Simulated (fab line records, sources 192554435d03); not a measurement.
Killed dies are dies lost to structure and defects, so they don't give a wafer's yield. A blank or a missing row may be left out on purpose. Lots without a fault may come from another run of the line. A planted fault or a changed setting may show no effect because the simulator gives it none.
Which tool did it? | flow n5_finfet | 10 lots, 28 wafers sampled, at 1 step of a route of 1938

WHAT THE GAUGES READ, wafer by wafer
N5_HKMG_FIN_THK_MEAS_70: measures by xrf.
lot  | measured     | on            | HK_THK (nm)
L101 | day 5 05:48  | film_metro-01 | 1.618 1.626 1.614
L104 | day 5 22:03  | film_metro-01 | 1.605 1.638 1.620
L106 | day 6 07:35  | film_metro-02 | 1.618 1.628 1.623
L108 | day 6 20:59  | film_metro-02 | 1.638 1.639 1.617
L109 | day 7 02:52  | film_metro-01 | 1.607 1.616 1.598
L113 | day 8 03:45  | film_metro-02 | 1.598 1.598
L115 | day 8 15:43  | film_metro-01 | 1.610 1.622 1.577
L117 | day 9 05:27  | film_metro-02 | 1.607 1.623
L119 | day 9 16:51  | film_metro-02 | 1.593 1.623 1.632
L120 | day 10 00:40 | film_metro-02 | 1.640 1.597 1.652

WHICH TOOL RAN EACH LOT (tool, then ch and the chambers of the sampled wafers, then the start)
The record holds no process step before these readings.

THE ANSWER, worked out from the rows above alone
Rule: what is usual is taken from the lots themselves. Put in order of their means at a reading, lots are off if they are a third of the lots or fewer, leave a main group of 4 or more, and stand apart from it by a gap of 3 or more times the standard deviation of the main group's means; of several such gaps the widest counts. A main group whose means are all the same, to the digits that the tables above print for the reading, isn't used. A lot without any number at a reading at which 4 lots or more have one is off too. The other lots that the step has rows for count as sound.
No lot is off at any reading shown: from this, nothing can be told.

WHAT THE SIMULATOR HAD PUT IN
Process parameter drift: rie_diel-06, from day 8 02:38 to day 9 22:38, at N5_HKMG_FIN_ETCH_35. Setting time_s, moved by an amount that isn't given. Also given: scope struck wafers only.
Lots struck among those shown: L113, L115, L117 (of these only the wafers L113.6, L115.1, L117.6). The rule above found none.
